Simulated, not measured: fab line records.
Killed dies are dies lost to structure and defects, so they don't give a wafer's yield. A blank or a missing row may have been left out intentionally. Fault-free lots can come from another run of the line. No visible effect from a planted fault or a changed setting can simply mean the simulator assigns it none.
Matching of chambers	flow n5_finfet	4 sister chambers for N5_BEOL_M0_SAQP_ETCH_49 on rie_diel-02
The step etches SiO2 in CF4/O2, target depth 37 nm. 14 wafers are shown with their chamber, then 7 later ones without.

== WAFERS WITH THEIR CHAMBER ==
wafer	chamber	drypump_motor_current_A (A)	showerhead_plenum_p_Torr (Torr)	throttle_valve_pct (%)
L079.2	3	6.6	2.25	15.95
L079.3	0	5.1	2.35	15.96
L079.5	0	5.1	2.35	15.97
L080.1	2	5.1	2.14	15.70
L080.2	1	5.5	2.29	15.89
L080.6	0	5.1	2.35	15.96
L088.3	1	5.6	2.28	15.93
L088.4	1	5.5	2.28	15.92
L088.5	3	6.6	2.25	15.51
L090.1	1	5.5	2.28	15.93
L090.2	0	5.1	2.34	16.04
L090.3	3	6.6	2.25	15.50
L091.1	0	5.1	2.34	16.03
L091.2	3	6.6	2.24	15.52

SIGNATURES (averages over the wafers above)
reading	chamber 0	chamber 1	chamber 2	chamber 3	scatter within a chamber
drypump_motor_current_A	5.100	5.525	5.100	6.600	0.0274
showerhead_plenum_p_Torr	2.3460	2.2825	2.1400	2.2475	0.0052
throttle_valve_pct	15.9920	15.9175	15.7000	15.6200	0.124
Rule: for a wafer and a chamber, the distance is found by dividing, reading by reading, the gap between the wafer's reading and the chamber's mean by the reading's scatter, squaring, summing and taking the root. The wafer belongs to the nearest chamber; if the next one is less than 2 further off, it can't be placed. The scatter is the square root of a quotient: the sum, over the shown wafers, of each reading's squared deviation from its chamber's mean, divided by wafers minus chambers.

== WAFERS WITHOUT THEIR CHAMBER ==
wafer	drypump_motor_current_A (A)	showerhead_plenum_p_Torr (Torr)	throttle_valve_pct (%)
L091.5	6.6	2.24	15.52
L096.1	5.5	2.28	15.94
L096.2	5.1	2.34	16.03
L096.6	5.1	2.34	16.05
L097.1	5.6	2.28	15.95
L097.2	6.5	2.24	15.52
L097.4	5.1	2.34	16.05

== THE CHAMBER EACH PASSED THROUGH ==
wafer	from the rows above	in truth
L091.5	3	3
L096.1	1	1
L096.2	0	0
L096.6	0	0
L097.1	1	1
L097.2	3	3
L097.4	0	0
Placed correctly: 7 of 7. Number that these rows cannot place: 0. Placed wrongly: 0.
